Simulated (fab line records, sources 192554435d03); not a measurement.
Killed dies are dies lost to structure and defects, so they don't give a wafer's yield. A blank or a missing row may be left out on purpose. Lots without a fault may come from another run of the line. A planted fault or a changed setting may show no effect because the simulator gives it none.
A struck lot beside a sound one | flow n5_finfet | 17 steps out of a route of 1938
Sound: wafers L768.1, L768.2, L768.4. Struck: wafers L778.3, L778.4, L778.5. The cause comes at the end.
At each step with rows: each side's tool, then ch and its chambers, then its first start. Under that, the readings that differ: sound wafers | struck wafers | difference of the means | sigmas: that difference in standard deviations of wafers without a fault.
alike: readings whose means differ by less than 2 such deviations, and words and numbers that are the same on both sides. not compared: withheld readings, readings that some wafer has no value for, bounds like >300 that may hide the same value, and numbers for which the record gives no deviation and whose values overlap.
The two part at a step that has a row with sigmas, a row that says differs or no value, or rows on one side only. Numbers that don't overlap but have no deviation are shown without sigmas and don't part them. A reading that every wafer of one side lacks parts them only if that side has two wafers or more.

first, 8 steps without rows for these wafers: N5_SD_EPI_N_COAT_32 (time 60 s, resist thk 350 nm); N5_SD_EPI_N_COAT_33 (time 60 s, resist thk 35 nm); N5_SD_EPI_N_COAT_03 (resist thk 150 nm); N5_SD_EPI_N_EBR_05; N5_SD_EPI_N_SOFTBAKE_04 (time 60 s); N5_SD_EPI_N_EXPOSE_06 (exposes mask SD N BLK, target cd 120 nm); N5_SD_EPI_N_PEB_07 (peb time 60 s); N5_SD_EPI_N_DEVELOP_08 (develop time 30 s).
N5_SD_EPI_N_CD_MEAS_09: target cd 120 nm.
  sound on cd_sem-01 ch 0, day 3 06:44; struck on cd_sem-01 ch 0, day 6 00:39
  alike: cd_nm
N5_SD_EPI_N_OVL_MEAS_10:
  sound on overlay-02 ch 0, day 3 06:46; struck on overlay-01 ch 0, day 6 00:41
  alike: SD_N_BLK_OVL
N5_SD_EPI_N_INSPECT_11: inspects for defects (macro).
  sound on defect_inspect-01, day 3 06:47; struck on defect_inspect-01, day 6 00:42
  alike: raw_defect_count
N5_SD_EPI_N_DESCUM_14: chemistry O2, time 7.9 s.
  sound on rie_diel-05 ch 0,1,2, day 3 06:49; struck on rie_diel-03 ch 1,3, day 6 00:44
  alike: drypump_motor_current_A, oes_product_au, rf_vpp_V, showerhead_plenum_p_Torr, throttle_valve_pct
  not compared: rf_hours_counter_h
N5_SD_EPI_N_ETCH_34: etches SiARC in CF4, target depth 45.5 nm, time 75.8 s.
  sound on rie_diel-05 ch 0,1,2, day 3 06:52; struck on rie_diel-03 ch 1,3, day 6 00:46
  no value came back on the struck wafers for any of 10 readings (bias_w (W), cf4_flow_sccm (sccm) and others); on the sound wafers bias_w (W) reads 36.16 35.79 36.00
  reading                                             | sound             | struck            | difference | sigmas
  model.CAR-ArF-block_of_SD_EPI_N_COAT_03.thk_nm (nm) | 111.2 111.4 111.8 | 143.2 143.2 142.8 | +31.6      |
N5_SD_EPI_N_ETCH_35: etches SOC in N2/H2, overetch 108 nm, time 486 s.
  sound on rie_diel-05 ch 0,1,2, day 3 06:55; struck on rie_diel-03 ch 1,3, day 6 00:50
  reading               | sound          | struck         | difference | sigmas
  oes_product_au (a.u.) | 0.68 0.71 0.71 | 0.31 0.33 0.33 | -0.38      | -7
  alike: bias_w, chamber_pressure_mTorr, drypump_motor_current_A, rf_vpp_V, showerhead_plenum_p_Torr, throttle_valve_pct
  not compared: rf_hours_counter_h
then, 1 step without rows for these wafers: N5_SD_EPI_N_STRIP_36 (strips in N2/H2).
N5_BEOL_M4_RC_MEAS_101:
  the record has rows for the sound wafers here (prober-02 ch 0, day 8 20:35) and none for the struck ones
-- the record jumps here: 9 days lie between the struck wafers' starts before and after (it left off in module BEOL_M4 and takes up again in module PASSIVATION, whose first step shown is number 1936 of the route) --
N5_PASSIVATION_PROBE_49:
  the record has rows for the struck wafers here (prober-01, day 15 12:02) and none for the sound ones

WHERE THEY PART
First at N5_SD_EPI_N_ETCH_34; last, within this record, at N5_PASSIVATION_PROBE_49.

WHY: what the simulator had put in
Skipped step whole: rie_diel-03, from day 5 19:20 on, at N5_SD_EPI_N_ETCH_34. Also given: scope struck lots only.
